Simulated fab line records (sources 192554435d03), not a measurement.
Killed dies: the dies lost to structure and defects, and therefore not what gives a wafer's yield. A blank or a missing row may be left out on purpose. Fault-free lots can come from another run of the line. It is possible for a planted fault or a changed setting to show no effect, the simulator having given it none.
Chamber matching / flow n5Finfet / N5_BEOL_M2_ETCH_74 on rieDiel-04: 4 sister chambers
The step etches underlayer in N2/H2, target depth 6.5 nm, time 5.2 s. 14 wafers are shown with their chamber, then 7 later ones without.

WAFERS, EACH WITH ITS CHAMBER
wafer=L633.1; chamber=0; drypumpMotorCurrentA (A)=5.6; throttleValvePct (%)=17.9; etchRfOnTimeS (s)=5.22
wafer=L633.4; chamber=1; drypumpMotorCurrentA (A)=5.2; throttleValvePct (%)=17.5; etchRfOnTimeS (s)=5.37
wafer=L633.5; chamber=3; drypumpMotorCurrentA (A)=5.3; throttleValvePct (%)=17.3; etchRfOnTimeS (s)=5.12
wafer=L637.1; chamber=3; drypumpMotorCurrentA (A)=5.4; throttleValvePct (%)=17.3; etchRfOnTimeS (s)=5.05
wafer=L637.3; chamber=0; drypumpMotorCurrentA (A)=5.6; throttleValvePct (%)=17.9; etchRfOnTimeS (s)=5.25
wafer=L637.6; chamber=0; drypumpMotorCurrentA (A)=5.7; throttleValvePct (%)=17.9; etchRfOnTimeS (s)=5.21
wafer=L644.1; chamber=2; drypumpMotorCurrentA (A)=5.8; throttleValvePct (%)=18.1; etchRfOnTimeS (s)=5.34
wafer=L644.4; chamber=1; drypumpMotorCurrentA (A)=5.3; throttleValvePct (%)=17.5; etchRfOnTimeS (s)=5.40
wafer=L644.5; chamber=2; drypumpMotorCurrentA (A)=5.8; throttleValvePct (%)=18.1; etchRfOnTimeS (s)=5.30
wafer=L646.1; chamber=3; drypumpMotorCurrentA (A)=5.4; throttleValvePct (%)=17.4; etchRfOnTimeS (s)=5.11
wafer=L646.5; chamber=1; drypumpMotorCurrentA (A)=5.2; throttleValvePct (%)=17.5; etchRfOnTimeS (s)=5.33
wafer=L646.6; chamber=2; drypumpMotorCurrentA (A)=5.8; throttleValvePct (%)=18.1; etchRfOnTimeS (s)=5.27
wafer=L647.3; chamber=0; drypumpMotorCurrentA (A)=5.6; throttleValvePct (%)=17.5; etchRfOnTimeS (s)=5.20
wafer=L647.4; chamber=3; drypumpMotorCurrentA (A)=5.3; throttleValvePct (%)=17.3; etchRfOnTimeS (s)=5.13

SIGNATURES (averages over the wafers above)
reading=drypumpMotorCurrentA; chamber 0=5.625; chamber 1=5.233; chamber 2=5.800; chamber 3=5.350; scatter within a chamber=0.0492
reading=throttleValvePct; chamber 0=17.800; chamber 1=17.500; chamber 2=18.100; chamber 3=17.325; scatter within a chamber=0.113
reading=etchRfOnTimeS; chamber 0=5.2200; chamber 1=5.3667; chamber 2=5.3033; chamber 3=5.1025; scatter within a chamber=0.032
Rule: for a wafer and a chamber, the distance is found by dividing, reading by reading, the gap between the wafer's reading and the chamber's mean by the reading's scatter, squaring, summing and taking the root. The wafer belongs to the nearest chamber; if the next one is less than 2 further off, it can't be placed. How the scatter is found: for the shown wafers, subtract from each reading the mean of its chamber, square and add these, divide the total by (wafers less chambers), then take the root.

WAFERS WITHOUT THEIR CHAMBER
wafer=L647.6; drypumpMotorCurrentA (A)=5.3; throttleValvePct (%)=17.4; etchRfOnTimeS (s)=5.12
wafer=L649.1; drypumpMotorCurrentA (A)=5.3; throttleValvePct (%)=17.5; etchRfOnTimeS (s)=5.39
wafer=L649.3; drypumpMotorCurrentA (A)=5.8; throttleValvePct (%)=18.1; etchRfOnTimeS (s)=5.32
wafer=L649.4; drypumpMotorCurrentA (A)=5.6; throttleValvePct (%)=17.5; etchRfOnTimeS (s)=5.35
wafer=L652.3; drypumpMotorCurrentA (A)=5.8; throttleValvePct (%)=18.1; etchRfOnTimeS (s)=5.27
wafer=L652.5; drypumpMotorCurrentA (A)=5.2; throttleValvePct (%)=17.5; etchRfOnTimeS (s)=5.38
wafer=L652.6; drypumpMotorCurrentA (A)=5.6; throttleValvePct (%)=17.6; etchRfOnTimeS (s)=5.27

WHICH CHAMBER EACH ONE RAN IN
wafer=L647.6; from the rows above=3; in truth=3
wafer=L649.1; from the rows above=1; in truth=1
wafer=L649.3; from the rows above=2; in truth=2
wafer=L649.4; from the rows above=can't be placed: 0 or 2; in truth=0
wafer=L652.3; from the rows above=2; in truth=2
wafer=L652.5; from the rows above=1; in truth=1
wafer=L652.6; from the rows above=0; in truth=0
Correctly placed: 6 of 7. Can't be placed from these rows: 1 (the true chamber is among the candidates in 1). 0 placed wrongly.
